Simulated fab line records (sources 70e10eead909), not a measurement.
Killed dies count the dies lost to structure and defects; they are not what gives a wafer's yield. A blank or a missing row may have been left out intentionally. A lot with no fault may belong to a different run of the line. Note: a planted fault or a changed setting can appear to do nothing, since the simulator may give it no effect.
Chamber matching || flow nand-harc || rie-diel-03 running NHARC_P_M1_ETCH_35: 4 sister chambers
The step etches the open film in N2/H2, target depth 40 nm, overetch 12 nm, time 43.94 s. 14 wafers are shown with their chamber, then 7 later ones without.

== WAFERS, EACH WITH ITS CHAMBER ==
{"wafer": "L635.1", "chamber": 3, "drypump-motor-current-A (A)": 5.7, "rf-vpp-V (V)": 427.5, "oes-product-au (a.u.)": 1.015}
{"wafer": "L635.3", "chamber": 0, "drypump-motor-current-A (A)": 5.2, "rf-vpp-V (V)": 430.2, "oes-product-au (a.u.)": 1.007}
{"wafer": "L635.4", "chamber": 2, "drypump-motor-current-A (A)": 5.8, "rf-vpp-V (V)": 432.5, "oes-product-au (a.u.)": 1.017}
{"wafer": "L638.3", "chamber": 2, "drypump-motor-current-A (A)": 5.8, "rf-vpp-V (V)": 432.6, "oes-product-au (a.u.)": 1.008}
{"wafer": "L638.4", "chamber": 3, "drypump-motor-current-A (A)": 5.7, "rf-vpp-V (V)": 429.1, "oes-product-au (a.u.)": 1.011}
{"wafer": "L638.6", "chamber": 3, "drypump-motor-current-A (A)": 5.7, "rf-vpp-V (V)": 429.1, "oes-product-au (a.u.)": 1.006}
{"wafer": "L639.1", "chamber": 3, "drypump-motor-current-A (A)": 5.8, "rf-vpp-V (V)": 430.6, "oes-product-au (a.u.)": 1.001}
{"wafer": "L639.5", "chamber": 2, "drypump-motor-current-A (A)": 5.8, "rf-vpp-V (V)": 432.4, "oes-product-au (a.u.)": 1.009}
{"wafer": "L639.6", "chamber": 1, "drypump-motor-current-A (A)": 5.9, "rf-vpp-V (V)": 427.4, "oes-product-au (a.u.)": 1.022}
{"wafer": "L640.1", "chamber": 3, "drypump-motor-current-A (A)": 5.7, "rf-vpp-V (V)": 429.8, "oes-product-au (a.u.)": 1.007}
{"wafer": "L640.2", "chamber": 0, "drypump-motor-current-A (A)": 5.2, "rf-vpp-V (V)": 428.9, "oes-product-au (a.u.)": 0.982}
{"wafer": "L640.5", "chamber": 0, "drypump-motor-current-A (A)": 5.2, "rf-vpp-V (V)": 430.6, "oes-product-au (a.u.)": 0.990}
{"wafer": "L642.1", "chamber": 2, "drypump-motor-current-A (A)": 5.8, "rf-vpp-V (V)": 432.5, "oes-product-au (a.u.)": 0.999}
{"wafer": "L642.3", "chamber": 1, "drypump-motor-current-A (A)": 5.8, "rf-vpp-V (V)": 427.7, "oes-product-au (a.u.)": 1.005}

SIGNATURES (averages over the wafers above)
{"reading": "drypump-motor-current-A", "chamber 0": 5.200, "chamber 1": 5.850, "chamber 2": 5.800, "chamber 3": 5.720, "scatter within a chamber": 0.0361}
{"reading": "rf-vpp-V", "chamber 0": 429.900, "chamber 1": 427.550, "chamber 2": 432.500, "chamber 3": 429.220, "scatter within a chamber": 0.829}
{"reading": "oes-product-au", "chamber 0": 0.99300, "chamber 1": 1.01350, "chamber 2": 1.00825, "chamber 3": 1.00800, "scatter within a chamber": 0.00863}
Rule: a wafer lies at a distance from a chamber equal to the root of the sum of squares, over the readings, of (its reading less the chamber's mean, divided by the reading's scatter). The wafer belongs to the nearest chamber; if the next one is less than 2 further off, it can't be placed. How the scatter is found: for the shown wafers, subtract from each reading the mean of its chamber, square and add these, divide the total by (wafers less chambers), then take the root.

== WAFERS WHOSE CHAMBER IS MISSING ==
{"wafer": "L642.4", "drypump-motor-current-A (A)": 5.2, "rf-vpp-V (V)": 430.7, "oes-product-au (a.u.)": 0.994}
{"wafer": "L650.2", "drypump-motor-current-A (A)": 5.8, "rf-vpp-V (V)": 431.8, "oes-product-au (a.u.)": 1.014}
{"wafer": "L650.3", "drypump-motor-current-A (A)": 5.7, "rf-vpp-V (V)": 429.7, "oes-product-au (a.u.)": 1.017}
{"wafer": "L650.4", "drypump-motor-current-A (A)": 5.2, "rf-vpp-V (V)": 429.5, "oes-product-au (a.u.)": 0.995}
{"wafer": "L651.1", "drypump-motor-current-A (A)": 5.8, "rf-vpp-V (V)": 424.1, "oes-product-au (a.u.)": 1.006}
{"wafer": "L651.3", "drypump-motor-current-A (A)": 5.2, "rf-vpp-V (V)": 430.4, "oes-product-au (a.u.)": 0.990}
{"wafer": "L651.6", "drypump-motor-current-A (A)": 5.9, "rf-vpp-V (V)": 426.5, "oes-product-au (a.u.)": 1.004}

== EACH ONE'S CHAMBER ==
{"wafer": "L642.4", "from the rows above": 0, "in truth": 0}
{"wafer": "L650.2", "from the rows above": 2, "in truth": 2}
{"wafer": "L650.3", "from the rows above": 3, "in truth": 3}
{"wafer": "L650.4", "from the rows above": 0, "in truth": 0}
{"wafer": "L651.1", "from the rows above": 1, "in truth": 1}
{"wafer": "L651.3", "from the rows above": 0, "in truth": 0}
{"wafer": "L651.6", "from the rows above": 1, "in truth": 1}
7 of 7 placed correctly. Can't be placed from these rows: 0. Placed wrongly: 0.
